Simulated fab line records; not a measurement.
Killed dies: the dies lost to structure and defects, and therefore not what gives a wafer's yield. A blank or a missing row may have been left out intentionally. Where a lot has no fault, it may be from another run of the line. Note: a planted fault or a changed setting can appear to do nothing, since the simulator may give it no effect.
Split-lot study / flow n5-finfet / 39 wafers read across 7 lots, on a route 1938 steps long

== ABOUT THE SPLIT ==
At N5_MOL_CONTACT_COAG_ETCH_106 (etches SOC in N2/H2, target depth 80 nm, overetch 16 nm, time 120 s), the setting source-w was moved away from the recipe's 840 W on 18 of the 39 wafers read, by -14.6% to +19.0%. For the rest of the wafers, this setting stayed at what the recipe calls for.

The reading is taken at the split's own step.

== THE READING ==
rf-vpp-V, in V, at N5_MOL_CONTACT_COAG_ETCH_106 (etches SOC in N2/H2, target depth 80 nm, overetch 16 nm, time 120 s). On this fab line, fault-free wafers typically give 524.7 V with a standard deviation of 2.5 V.

wafer=L075.1; tool, chamber at the split=rie-diel-03, 0; source-w as run, W=840; against the recipe=recipe; rf-vpp-V, V=526.6; against lot-mates on the recipe=-
wafer=L075.2; tool, chamber at the split=rie-diel-03, 2; source-w as run, W=953.3; against the recipe=+13.5%; rf-vpp-V, V=503.3; against lot-mates on the recipe=-21.2
wafer=L075.3; tool, chamber at the split=rie-diel-03, 3; source-w as run, W=953.3; against the recipe=+13.5%; rf-vpp-V, V=498.7; against lot-mates on the recipe=-25.8
wafer=L075.4; tool, chamber at the split=rie-diel-03, 3; source-w as run, W=840; against the recipe=recipe; rf-vpp-V, V=520.8; against lot-mates on the recipe=-
wafer=L075.5; tool, chamber at the split=rie-diel-03, 2; source-w as run, W=840; against the recipe=recipe; rf-vpp-V, V=526.1; against lot-mates on the recipe=-
wafer=L075.6; tool, chamber at the split=rie-diel-03, 0; source-w as run, W=953.3; against the recipe=+13.5%; rf-vpp-V, V=505.6; against lot-mates on the recipe=-18.9
wafer=L074.1; tool, chamber at the split=rie-diel-03, 0; source-w as run, W=840; against the recipe=recipe; rf-vpp-V, V=526.8; against lot-mates on the recipe=-
wafer=L074.2; tool, chamber at the split=rie-diel-03, 3; source-w as run, W=717.6; against the recipe=-14.6%; rf-vpp-V, V=547.2; against lot-mates on the recipe=+22.4
wafer=L074.3; tool, chamber at the split=rie-diel-03, 2; source-w as run, W=717.6; against the recipe=-14.6%; rf-vpp-V, V=553.6; against lot-mates on the recipe=+28.8
wafer=L074.4; tool, chamber at the split=rie-diel-03, 0; source-w as run, W=840; against the recipe=recipe; rf-vpp-V, V=527.6; against lot-mates on the recipe=-
wafer=L074.5; tool, chamber at the split=rie-diel-03, 3; source-w as run, W=840; against the recipe=recipe; rf-vpp-V, V=520.1; against lot-mates on the recipe=-
wafer=L074.6; tool, chamber at the split=rie-diel-03, 2; source-w as run, W=717.6; against the recipe=-14.6%; rf-vpp-V, V=551.9; against lot-mates on the recipe=+27.1
wafer=L079.1; tool, chamber at the split=rie-diel-01, 0; source-w as run, W=840; against the recipe=recipe; rf-vpp-V, V=524.9; against lot-mates on the recipe=-
wafer=L079.2; tool, chamber at the split=rie-diel-01, 1; source-w as run, W=763.7; against the recipe=-9.1%; rf-vpp-V, V=541.7; against lot-mates on the recipe=+16.4
wafer=L079.3; tool, chamber at the split=rie-diel-01, 3; source-w as run, W=763.7; against the recipe=-9.1%; rf-vpp-V, V=544.8; against lot-mates on the recipe=+19.5
wafer=L079.4; tool, chamber at the split=rie-diel-01, 2; source-w as run, W=763.7; against the recipe=-9.1%; rf-vpp-V, V=543.9; against lot-mates on the recipe=+18.6
wafer=L079.5; tool, chamber at the split=rie-diel-01, 0; source-w as run, W=840; against the recipe=recipe; rf-vpp-V, V=525.5; against lot-mates on the recipe=-
wafer=L079.6; tool, chamber at the split=rie-diel-01, 3; source-w as run, W=840; against the recipe=recipe; rf-vpp-V, V=525.4; against lot-mates on the recipe=-
wafer=L087.1; tool, chamber at the split=rie-diel-03, 2; source-w as run, W=1000; against the recipe=+19.0%; rf-vpp-V, V=494.9; against lot-mates on the recipe=-29.0
wafer=L087.2; tool, chamber at the split=rie-diel-03, 0; source-w as run, W=840; against the recipe=recipe; rf-vpp-V, V=528.2; against lot-mates on the recipe=-
wafer=L087.3; tool, chamber at the split=rie-diel-03, 1; source-w as run, W=840; against the recipe=recipe; rf-vpp-V, V=523.6; against lot-mates on the recipe=-
wafer=L087.4; tool, chamber at the split=rie-diel-03, 3; source-w as run, W=1000; against the recipe=+19.0%; rf-vpp-V, V=489.6; against lot-mates on the recipe=-34.3
wafer=L087.5; tool, chamber at the split=rie-diel-03, 0; source-w as run, W=1000; against the recipe=+19.0%; rf-vpp-V, V=495.9; against lot-mates on the recipe=-28.0
wafer=L087.6; tool, chamber at the split=rie-diel-03, 3; source-w as run, W=840; against the recipe=recipe; rf-vpp-V, V=519.8; against lot-mates on the recipe=-
wafer=L088.1; tool, chamber at the split=rie-diel-03, 0; source-w as run, W=840; against the recipe=recipe; rf-vpp-V, V=526.4; against lot-mates on the recipe=-
wafer=L088.2; tool, chamber at the split=rie-diel-03, 1; source-w as run, W=890.3; against the recipe=+6.0%; rf-vpp-V, V=513.9; against lot-mates on the recipe=-9.9
wafer=L088.3; tool, chamber at the split=rie-diel-03, 2; source-w as run, W=890.3; against the recipe=+6.0%; rf-vpp-V, V=514.2; against lot-mates on the recipe=-9.6
wafer=L088.4; tool, chamber at the split=rie-diel-03, 3; source-w as run, W=840; against the recipe=recipe; rf-vpp-V, V=520.2; against lot-mates on the recipe=-
wafer=L088.5; tool, chamber at the split=rie-diel-03, 1; source-w as run, W=840; against the recipe=recipe; rf-vpp-V, V=524.7; against lot-mates on the recipe=-
wafer=L088.6; tool, chamber at the split=rie-diel-03, 2; source-w as run, W=890.3; against the recipe=+6.0%; rf-vpp-V, V=514.7; against lot-mates on the recipe=-9.1
wafer=L093.1; tool, chamber at the split=rie-diel-01, 2; source-w as run, W=840; against the recipe=recipe; rf-vpp-V, V=527.0; against lot-mates on the recipe=-
wafer=L093.4; tool, chamber at the split=rie-diel-01, 1; source-w as run, W=840; against the recipe=recipe; rf-vpp-V, V=525.9; against lot-mates on the recipe=-
wafer=L093.6; tool, chamber at the split=rie-diel-01, 1; source-w as run, W=840; against the recipe=recipe; rf-vpp-V, V=522.7; against lot-mates on the recipe=-
wafer=L095.1; tool, chamber at the split=rie-diel-01, 3; source-w as run, W=748.9; against the recipe=-10.8%; rf-vpp-V, V=546.6; against lot-mates on the recipe=+22.1
wafer=L095.2; tool, chamber at the split=rie-diel-01, 2; source-w as run, W=840; against the recipe=recipe; rf-vpp-V, V=525.4; against lot-mates on the recipe=-
wafer=L095.3; tool, chamber at the split=rie-diel-01, 1; source-w as run, W=748.9; against the recipe=-10.8%; rf-vpp-V, V=546.7; against lot-mates on the recipe=+22.2
wafer=L095.4; tool, chamber at the split=rie-diel-01, 0; source-w as run, W=840; against the recipe=recipe; rf-vpp-V, V=523.3; against lot-mates on the recipe=-
wafer=L095.5; tool, chamber at the split=rie-diel-01, 1; source-w as run, W=840; against the recipe=recipe; rf-vpp-V, V=524.7; against lot-mates on the recipe=-
wafer=L095.6; tool, chamber at the split=rie-diel-01, 2; source-w as run, W=748.9; against the recipe=-10.8%; rf-vpp-V, V=546.6; against lot-mates on the recipe=+22.1

FIT RESULTS
A straight line over all 39 wafers: rf-vpp-V changes by -1.76 V for each +1% of source-w; r = -0.99; the points scatter about the line by 2.6 V.
The same after taking each lot's own level away (the mean of its wafers on the recipe; 39 wafers): -1.73 V for each +1%; r = -0.99; scatter 2.6 V.
According to that fit, moving source-w by its largest amount changes the reading by 33 V.
The span of the lots' own levels, 523.77 to 525.27 V, comes to 0.6 times the standard deviation stated above.
The two slopes agree, so the slope changes little with the lot-to-lot level.
Check: with one of the wafers moved furthest among these (+19.0%) left out of the fit, the line predicts -32.7 V for it against its lot-mates. It came out at -29 V against them.
Tool readings at the split's step, against how far the setting was moved: rf-vpp-V r = -0.99.

== ADDITIONAL SPLITS CARRIED BY THESE WAFERS ==
Note: prior to the reading, these wafers also went through further splits. Each is held against what the fit with the lots' levels taken away leaves over:
other split on the same wafers=N5_SD_EPI_N_EPI_21 pressure-torr; wafers away from the commonest value=30; r with rf-vpp-V (lot level and that fit taken away)=+0.00
other split on the same wafers=N5_SD_EPI_P_ETCHBACK_46 over-etch-frac; wafers away from the commonest value=15; r with rf-vpp-V (lot level and that fit taken away)=+0.00

== THE WHOLE CHAIN: every reading that the file lists as answering this split, in the file's order ==
step=N5_MOL_CONTACT_COAG_ETCH_106; what it does=etches SOC in N2/H2, target depth 80 nm, overetch 16 nm, time 120 s; reading=rf-vpp-V; change (the file's fit)=-1.73 V for each +1% of the setting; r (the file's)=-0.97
step=N5_MOL_CONTACT_COAG_ETCH_106; what it does=etches SOC in N2/H2, target depth 80 nm, overetch 16 nm, time 120 s; reading=SiARC_of_MOL_CONTACT_COAG_COAT_104.thk-nm (the simulator's own value, which no gauge read); change (the file's fit)=-0.0317 nm for each +1% of the setting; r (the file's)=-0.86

== FILE'S OWN FIT ==
rf-vpp-V changes by -1.73 V for each +1% of source-w, r = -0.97.
